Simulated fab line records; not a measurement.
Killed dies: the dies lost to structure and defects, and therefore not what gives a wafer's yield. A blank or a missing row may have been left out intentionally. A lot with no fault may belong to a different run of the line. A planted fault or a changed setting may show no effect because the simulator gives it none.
fab line records	flow nandHarc
record lots=6	wafers=18	lastDay=24
route steps=1159 shown A_CHANNEL_HOLE_D1@480 A_CHANNEL_FILL_D1@490 END@1159
lots untouched by any fault: they come from a run of this same line in which no faults occurred
startH: start of the lot's first displayed wafer, in hours after the record's first day	waitH: how many hours have passed since the lot's step before this one	" as in the row above	L1.1+2: a row that stands for several wafers	- no value, or no start given	* or withheld: withheld	< > ~ a bound
route shown NAME@n: a module of which the file shows steps, and the number in the route of the first	usual: mean/standard deviation taken from wafers without a fault	same: alike in all rows	chamber/n: place in a boat	sites: readings site by site	_std_site: standard deviation across them	_edge_site: outer sites' mean less inner sites'	radiusMm: how far each site lies from the wafer's centre	mask NAME#n: copy n	behind: the last tool/chamber to shape the wafer	hold: what put the lot on hold/how long, in hours/how the hold closed	device: the transistor (n, p or np) that didn't switch	end of line: the route-end tests of the same wafers	a step given without rows: its recipe and nothing more	killed: dies that structure and defects cost at the first sort, which is not the same as the wafer's yield	map: dies across one wafer; x = killed, . = not, _ = none there
set.NAME: the setting as run; set.NAME@STEP: as run at that earlier step	model.NAME: the simulator's own value behind a step, which no gauge read
lots seen at some steps along the route; tables by step, rows by wafer
services: a tool's chamber out of use, with start hour (startH, from the record's first day; less than 0 if before it), hours out, and reason
## steps
# step NHARC_A_CHANNEL_HOLE_D1_STRIP_41
# recipe n2FlowSccm=150	h2FlowSccm=150	arFlowSccm=0	biasW=0	chemistry=N2/H2
# step NHARC_A_CHANNEL_HOLE_D1_STRIP_42
# recipe cf4FlowSccm=100	chf3FlowSccm=30	arFlowSccm=0	biasW=0	chemistry=CF4/CHF3
# step NHARC_A_CHANNEL_HOLE_D1_STRIP_43
# recipe o2FlowSccm=400	cosFlowSccm=20	arFlowSccm=0	biasW=0	chemistry=O2/COS
# step NHARC_A_CHANNEL_HOLE_D1_ETCH_44
# recipe targetDepthA=1400	overetchA=140	timeS=77	ionEnergyEv=100	cf4FlowSccm=80	o2FlowSccm=20	arFlowSccm=0	rfW=300	biasW=100	chemistry=CF4/O2
# usual drypumpMotorCurrentA=5.9/0.47	oesProductAu=0.999/0.011	rfVppV=197.8/1.6	showerheadPlenumPTorr=1.34/0.063	throttleValvePct=13.397/0.0093
lot.wafer	tool	chamber	startH	waitH	drypumpMotorCurrentA	oesProductAu	rfHoursCounterH	rfVppV	showerheadPlenumPTorr	throttleValvePct
L589.4	rieDiel-04	2	195.20	0.1	5.1	1.007	4	198.8	1.37	13.386
L589.1	"	0	"	"	6.0	1.000	5	195.8	1.26	13.404
L589.6	"	2	"	"	5.1	0.995	-	198.7	1.37	13.409
L596.4	rieDiel-13	1	228.89	0.1	6.3	1.007	9	199.0	1.43	13.400
L596.2	"	2	"	"	5.5	0.991	10	200.5	1.43	13.384
L596.6	"	1	"	"	6.3	1.013	-	200.5	1.43	13.406
L605.3	rieDiel-10	2	280.80	0.1	5.8	0.998	6	199.6	1.43	13.381
L605.2	"	0	"	"	6.0	0.990	7	196.9	1.27	13.389
L605.5	"	2	"	"	5.9	0.991	-	199.2	1.42	13.395
L603.3	rieDiel-04	3	281.35	0.1	6.4	0.984	10	198.0	1.30	13.398
L603.4	"	0	"	"	6.0	0.993	11	196.2	1.26	13.397
L603.6	"	1	"	"	6.1	1.005	-	196.4	1.28	13.399
L606.2	rieDiel-10	0	285.29	0.1	6.0	0.990	8	198.0	1.27	13.393
L606.5	"	3	"	"	6.6	1.019	-	197.3	1.31	13.387
L606.6	"	0	"	"	6.0	1.006	-	196.1	1.27	13.377
L611.1	rieDiel-04	1	314.11	0.1	6.1	0.996	1	197.4	1.28	13.409
L611.3	"	2	"	"	5.1	1.016	1	198.2	1.37	13.404
L611.5	"	0	"	"	6.0	1.024	-	197.5	1.26	13.390
# step NHARC_A_CHANNEL_HOLE_D1_STRIP_27
# recipe o2FlowSccm=500	arFlowSccm=0	biasW=0	chemistry=O2
# usual drypumpMotorCurrentA=5.9/0.47	oesProductAu=0.999/0.011	rfVppV=57.7/0.89	showerheadPlenumPTorr=3.52/0.15	throttleValvePct=17.037/0.0095
lot.wafer	tool	chamber	startH	waitH	drypumpMotorCurrentA	oesProductAu	rfHoursCounterH	rfVppV	showerheadPlenumPTorr	throttleValvePct
L589.4	rieDiel-04	0	-	-	6.0	1.005	5	57.0	3.34	17.043
L589.1	"	2	"	"	5.1	1.004	4	55.6	3.61	17.036
L589.6	"	0	"	"	6.0	1.013	-	57.8	3.34	17.041
L596.2	rieDiel-13	2	-	-	5.4	0.995	10	57.5	3.76	17.038
L596.4	"	3	"	"	6.2	1.003	9	58.3	3.35	17.024
L596.6	"	0	"	"	5.4	0.991	-	59.0	3.61	17.039
L605.3	rieDiel-10	3	-	-	6.6	1.011	8	56.6	3.46	17.027
L605.2	"	0	"	"	6.0	0.986	7	57.1	3.36	17.040
L605.5	"	0	"	"	6.0	0.988	-	57.9	3.36	17.043
L603.3	rieDiel-04	0	-	-	6.0	1.004	11	57.4	3.34	17.027
L603.4	"	1	"	"	6.1	0.998	11	56.4	3.40	17.051
L603.6	"	3	"	"	6.5	0.996	-	57.5	3.44	17.028
L606.2	rieDiel-10	1	-	-	5.3	0.999	7	57.4	3.62	17.053
L606.5	"	0	"	"	6.0	0.994	-	57.1	3.36	17.044
L606.6	"	1	"	"	5.3	1.004	-	56.9	3.62	17.046
L611.1	rieDiel-04	1	-	-	6.1	1.008	1	57.4	3.40	17.019
L611.3	"	2	"	"	5.1	1.013	1	59.3	3.60	17.031
L611.5	"	2	"	"	5.1	1.023	-	57.1	3.60	17.034
# step NHARC_A_CHANNEL_HOLE_D1_PRECLEAN_28
# recipe timeS=*	tempC=50	bathAgeMin=0	chemistry=SC1
# step NHARC_A_CHANNEL_HOLE_D1_SRD_29
# step NHARC_A_CHANNEL_HOLE_D1_CD_MEAS_30
# usual cdNm=90.4/1.7
lot.wafer	tool	chamber	startH	waitH	cdNm
L589.1	cdSem-03	-	196.03	0.1	91.9
L589.4	"	-	"	"	90.4
L589.6	"	-	"	"	91.5
L596.2	cdSem-02	-	229.72	0.1	89.5
L596.4	"	-	"	"	91.8
L596.6	"	-	"	"	89.8
L605.2	cdSem-02	-	281.64	0.1	90.8
L605.3	"	-	"	"	92.8
L605.5	"	-	"	"	91.5
L603.3	cdSem-01	-	282.14	-	92.3
L603.4	"	-	"	"	91.4
L603.6	"	-	"	"	89.9
L606.2	cdSem-02	-	286.11	0.1	91.9
L606.5	"	-	"	"	88.0
L606.6	"	-	"	"	92.1
L611.1	cdSem-01	-	314.90	-	89.2
L611.3	"	-	"	"	91.7
L611.5	"	-	"	"	89.1
# step NHARC_A_CHANNEL_HOLE_D1_XSEM_31
# recipe landingEnergyEv=35000
# usual botCdNm=75.1/1.9	bowNm=8.61/0.3	tiltDeg=0.07/0.036
lot.wafer	tool	chamber	startH	waitH	botCdNm	bowNm	tiltDeg
L589.1	xsem-02	0	196.12	0.1	77.9	8.46	0.07
L589.4	"	0	"	"	76.4	8.53	0.06
L589.6	"	0	"	"	77.2	8.47	0.06
L596.2	xsem-02	0	229.82	0.1	73.7	9.23	0.02
L596.4	"	0	"	"	76.8	9.08	0.02
L596.6	"	0	"	"	74.4	9.22	0.02
L605.2	xsem-02	0	281.73	0.1	75.1	8.21	0.05
L605.3	"	0	"	"	77.6	8.26	0.05
L605.5	"	0	"	"	76.7	8.23	0.05
L603.3	xsem-01	0	282.24	0.1	76.9	8.34	0.09
L603.4	"	0	"	"	75.8	8.39	0.10
L603.6	"	0	"	"	73.9	8.37	0.09
L606.2	xsem-02	0	286.20	0.1	75.6	8.31	0.07
L606.5	"	0	"	"	71.6	8.25	0.07
L606.6	"	0	"	"	75.9	8.31	0.07
L611.1	xsem-01	0	314.99	0.1	74.0	8.71	0.10
L611.3	"	0	"	"	76.5	8.78	0.10
L611.5	"	0	"	"	72.6	8.79	0.10
# step NHARC_A_CHANNEL_HOLE_D1_INSPECT_40
# usual rawDefectCount=58/17
lot.wafer	tool	chamber	startH	waitH	rawDefectCount
L589.1	defectInspect-02	-	196.22	-	61
L589.4	"	-	"	"	72
L589.6	"	-	"	"	63
L596.2	defectInspect-02	-	229.91	-	37
L596.4	"	-	"	"	120
L596.6	"	-	"	"	34
L605.2	defectInspect-01	-	281.83	-	42
L605.3	"	-	"	"	46
L605.5	"	-	"	"	65
L603.3	defectInspect-02	-	282.33	-	46
L603.4	"	-	"	"	43
L603.6	"	-	"	"	58
L606.2	defectInspect-01	-	286.30	-	90
L606.5	"	-	"	"	63
L606.6	"	-	"	"	85
L611.1	defectInspect-01	-	315.08	-	60
L611.3	"	-	"	"	57
L611.5	"	-	"	"	42
# step NHARC_A_CHANNEL_FILL_D1_PRECLEAN_00
# recipe timeS=*	tempC=50	bathAgeMin=0	chemistry=SC1
# step NHARC_A_CHANNEL_FILL_D1_SRD_01
# step NHARC_A_CHANNEL_FILL_D1_ALD_02
# recipe targetThkA=60	pulseTimeS=10	aldCycles=60	tempC=300	material=SiO2
# usual aldCycles=60/0	heaterPowerW=459/40	precursorPulseHeightRel=0.998/0.021	susceptorTempC=299.99/0.19
lot.wafer	tool	chamber	startH	waitH	aldCycles	heaterPowerW	precursorPulseHeightRel	sinceWetCleanH	susceptorTempC
L589.1	aldHk-03	1	196.55	-	60	448	1.008	41	299.89
L589.4	"	2	"	"	60	493	0.975	41	300.32
L589.6	"	3	"	"	60	478	0.997	-	299.74
L596.4	aldHk-04	2	230.11	-	60	380	1.036	29	300.05
L596.2	"	3	"	"	60	508	0.979	29	300.08
L596.6	"	2	"	"	60	389	1.054	-	299.93
L605.2	aldHk-03	1	282.02	-	60	445	0.945	127	299.59
L605.3	"	0	"	"	60	449	0.988	127	299.90
L605.5	"	2	"	"	60	481	1.003	-	300.04
L603.3	aldHk-04	1	282.60	-	60	468	0.982	81	300.00
L603.4	"	2	"	"	60	383	0.979	81	299.71
L603.6	"	1	"	"	67	453	1.008	-	299.79
L606.2	aldHk-04	0	287.88	-	67	474	0.985	86	299.98
L606.6	"	2	"	"	67	375	0.995	-	299.88
L606.5	"	3	"	"	60	503	0.980	-	299.91
L611.1	aldHk-02	1	315.29	-	60	558	1.022	25	300.00
L611.3	"	3	"	"	60	377	0.976	26	300.07
L611.5	"	2	"	"	60	398	1.011	-	299.92
# step NHARC_A_CHANNEL_FILL_D1_ALD_03
# recipe targetThkA=60	pulseTimeS=60	aldCycles=58	tempC=630	pressureTorr=2	material=SiNx
# usual aldCycles=58/0	precursorPulseHeightRel=1.002/0.019	susceptorTempC=630.0/0.32
lot.wafer	tool	chamber	startH	waitH	aldCycles	precursorPulseHeightRel	susceptorTempC
L589.1	aldSinBatch-01	0	-	-	58	0.973	630.1
L589.4	"	0	"	"	58	1.018	630.5
L589.6	"	0	"	"	58	1.015	630.5
L596.2	aldSinBatch-02	0	-	-	58	1.010	630.6
L596.4	"	0	"	"	58	1.001	630.1
L596.6	"	0	"	"	58	1.031	630.3
L603.3	aldSinBatch-02	0	-	-	58	0.982	630.7
L603.4	"	0	"	"	58	1.004	630.5
L603.6	"	0	"	"	58	1.033	630.8
L605.2	aldSinBatch-02	0	-	-	58	1.006	629.6
L605.3	"	0	"	"	58	0.995	629.5
L605.5	"	0	"	"	58	1.017	629.7
L606.2	aldSinBatch-02	0	-	-	58	0.979	629.8
L606.5	"	0	"	"	58	1.007	630.1
L606.6	"	0	"	"	58	1.001	630.1
L611.1	aldSinBatch-01	0	-	-	58	0.966	629.8
L611.3	"	0	"	"	58	0.982	630.5
L611.5	"	0	"	"	58	1.042	629.8
# step NHARC_END_SORT_01
# recipe tempC=25
# usual killedAtArray=25/10	killedAtOther=0.6/0.91	killedAtPeriphery=3.6/2.9	killedDies=29/10	killedOpen=3.3/2	killedShort=1.9/1.5
# same grossDies=677
lot.wafer	tool	chamber	startH	waitH	killedAtArray	killedAtOther	killedAtPeriphery	killedDies	killedOpen	killedShort
L606.2	prober-02	0	549.19	2.8	40	0	5	45	3	4
L606.5	prober-02	0	551.63	3.8	32	0	2	34	1	4
L606.6	prober-02	0	552.44	4.1	48	0	2	50	5	0
# killed by level:class
L606.2 A_SLIT:chamberFilmFlake=17 A_CHANNEL_HOLE_D1:chamberFilmFlake=10 A_STAIRCASE:chamberFilmFlake=7 P_CONTACT:geometricParticle:open=2 A_CHANNEL_FILL_D1:geometricParticle:short=2 P_ZERO_WELL:chamberFilmFlake=2 A_CONTACT:chamberFilmFlake=2 P_CONTACT:geometricParticle:short=1
L606.5 A_SLIT:chamberFilmFlake=13 A_STAIRCASE:chamberFilmFlake=6 A_CHANNEL_HOLE_D1:chamberFilmFlake=6 A_CONTACT:chamberFilmFlake=2 P_CONTACT:geometricParticle:open=1 A_ONON_D1:geometricParticle:short=1 A_CHANNEL_FILL_D1:geometricParticle:short=1 A_SGD_CUT:geometricParticle:short=1
L606.6 A_CHANNEL_HOLE_D1:chamberFilmFlake=22 A_SLIT:chamberFilmFlake=13 A_STAIRCASE:chamberFilmFlake=9 P_CONTACT:geometricParticle:open=1 P_M0:geometricParticle:open=1 A_CONTACT:geometricParticle:open=1 A_BLC:geometricParticle:open=1 A_M1:geometricParticle:open=1
## services
tool	chamber	startH	hours	kind
aldHk-03	-	172.02	1.4	repair
rieDiel-10	-	176.50	9.0	pm
aldSinBatch-01	-	188.67	3.3	repair
aldHk-04	-	191.66	10.0	pm
rieDiel-04	0	194.42	-	clean
rieDiel-04	1	194.42	-	clean
rieDiel-04	2	194.42	-	clean
rieDiel-04	3	194.42	-	clean
aldHk-04	-	214.52	1.6	repair
rieDiel-04	0	218.92	-	clean
rieDiel-04	1	218.92	-	clean
rieDiel-04	2	218.92	-	clean
rieDiel-04	3	218.92	-	clean
rieDiel-13	1	234.71	1.2	repair
rieDiel-04	0	243.42	-	clean
rieDiel-04	1	243.42	-	clean
rieDiel-04	2	243.42	-	clean
xsem-01	-	264.90	0.6	repair
rieDiel-13	-	276.00	9.0	pm
aldHk-02	-	280.00	10.0	pm
rieDiel-04	-	288.90	9.0	pm
rieDiel-10	-	294.21	0.8	repair
xsem-02	-	302.00	14.0	pm
rieDiel-04	3	319.01	4.9	repair
## key
firstSign step=NHARC_A_CHANNEL_FILL_D1_ALD_02	reading=aldCycles	direction=up	sigmas=99+	usual=60	struck=67
effect none on later readings
metAt NHARC_A_CHANNEL_FILL_D1_ALD_02
struckWafers L603.6,L606.2,L606.6
testerLeftOut L603,L606
onsetBetween 230.11 282.60
fault kind=processParameterDrift	tool=aldHk-04	chamber=-	onsetH=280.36	steps=NHARC_A_CHANNEL_FILL_D1_ALD_02	channel=aldCycles	offset=7	shape=step	endH=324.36	scope=struckWafersOnly	actsIn=theseRecipesOnly	stated=60
# testerLeftOut: of these lots the tester's yield and bins aren't shown, on N5 and GAA mostly nor the transistor test; their killed dies are dies lost to structure and defects alone, not to doping, threshold or leakage, so they don't give the yield
